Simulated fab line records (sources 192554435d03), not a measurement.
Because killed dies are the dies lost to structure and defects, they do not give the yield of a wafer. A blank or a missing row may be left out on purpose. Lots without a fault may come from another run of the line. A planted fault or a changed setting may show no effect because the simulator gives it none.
Problem report in the 8D (eight disciplines) form, filled by code || flow n5_finfet || the parts of the form that need people (team, actions taken, sign-off) are left out

1. THE ISSUE
Wafers without a fault read 14, standard deviation 5.6; killed_at_M4_up at N5_PASSIVATION_PROBE_49 reads a mean of 150 on 6 wafers belonging to 2 lots. Relative to the usual mean, that is a shift of +24 standard deviations.
Earliest sighting: wafer L478.4 on prober-01 at day 17 18:53. At this step, 11 wafers from 4 lots have a number in the record. Rule for "out", or "out of limits": more than 4 standard deviations from the usual mean. The other wafers with a number count as sound.

2. WHAT IT IS AND WHAT IT IS NOT
{"question": "which readings at this step", "is": "killed_at_M4_up, defect_limited_yield, killed_dies, sort_bin_5_function, sort_n_pass, sort_yield_pct", "is not": "killed_at_M0_to_M3, killed_at_contacts, killed_at_front_end, killed_at_other, killed_short, sort_bin_8_speed"}
{"question": "which lots", "is": "L478, L479", "is not": "L465, L471"}
{"question": "which wafers of those lots", "is": "all that have a number", "is not": "-"}
{"question": "read on which tools", "is": "prober-01, prober-02", "is not": "-"}
{"question": "when", "is": "from day 17 18:53", "is not": "up to then (5 sound wafers)"}

3. WHAT RULES OUT EACH SUSPECT
Counting: a tool at a process step up to the reading stays a suspect if it ran every lot that is out and no sound lot after the first of them.
- pvd_sputter-03 at N5_BEOL_M15_SPUTTER_43 (material TaN, target thk 15 nm, time 24.19 s): kept. It ran every lot that is out, first L478 (day 16 22:59), and no sound lot after that.
- rie_diel-04 at N5_PASSIVATION_STRIP_48 (strips in O2): kept. It ran every lot that is out, first L478 (day 17 16:13), and no sound lot after that.
The count leaves rie_diel-04 at N5_PASSIVATION_STRIP_48 and pvd_sputter-03 at N5_BEOL_M15_SPUTTER_43.

4. THE CAUSE (what the simulator had put in)
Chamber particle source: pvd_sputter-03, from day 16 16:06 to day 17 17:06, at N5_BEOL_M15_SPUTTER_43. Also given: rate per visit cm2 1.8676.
2 suspects survive the count, and this tool is in that group.

5. SEQUENCE OF EFFECTS, ordered by route
Rows list readings where the struck wafers' mean (over those with a number) sits beyond 3 standard deviations from the usual. Scope: only readings with a usual standard deviation given in the record; hours: median across lots of the time from each lot's start at the first step in this table that gives one to its start at this step; sigmas: change in usual standard deviations.
{"hours": 0, "step": "N5_PASSIVATION_PROBE_49", "reading": "defect_limited_yield", "usual": "91.1 %", "on struck wafers": 80.6, "change": -10.5, "sigmas": -7.5}
{"hours": 0, "step": "N5_PASSIVATION_PROBE_49", "reading": "killed_at_M4_up", "usual": 14, "on struck wafers": 150, "change": "+136", "sigmas": "+24"}
{"hours": 0, "step": "N5_PASSIVATION_PROBE_49", "reading": "killed_dies", "usual": 105, "on struck wafers": 229, "change": "+124", "sigmas": "+7.8"}
{"hours": 0, "step": "N5_PASSIVATION_PROBE_49", "reading": "sort_bin_5_function", "usual": "5.2 %", "on struck wafers": 11.5, "change": "+6.3", "sigmas": "+7.3"}
{"hours": 0, "step": "N5_PASSIVATION_PROBE_49", "reading": "sort_n_pass", "usual": 1074, "on struck wafers": 951, "change": -123, "sigmas": -5.9}
{"hours": 0, "step": "N5_PASSIVATION_PROBE_49", "reading": "sort_yield_pct", "usual": "91.0 %", "on struck wafers": 80.6, "change": -10.4, "sigmas": -5.8}
The process steps in it:
- N5_PASSIVATION_PROBE_49

6. HOW IT WOULD HAVE BEEN CAUGHT EARLIER
27 hours passed between the start of the fault at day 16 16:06 and the first reading out of limits in this record, taken at day 17 18:53.
No tool reading at N5_BEOL_M15_SPUTTER_43 that has a usual standard deviation in the record was out on any struck wafer, so an alarm limit of 4 standard deviations on those readings would not have fired.
The start of N5_BEOL_M15_SPUTTER_43 on pvd_sputter-03 came by day 17 18:53 for every one of the lots that are out (2). Tool hold at that time: it would have spared none of them.
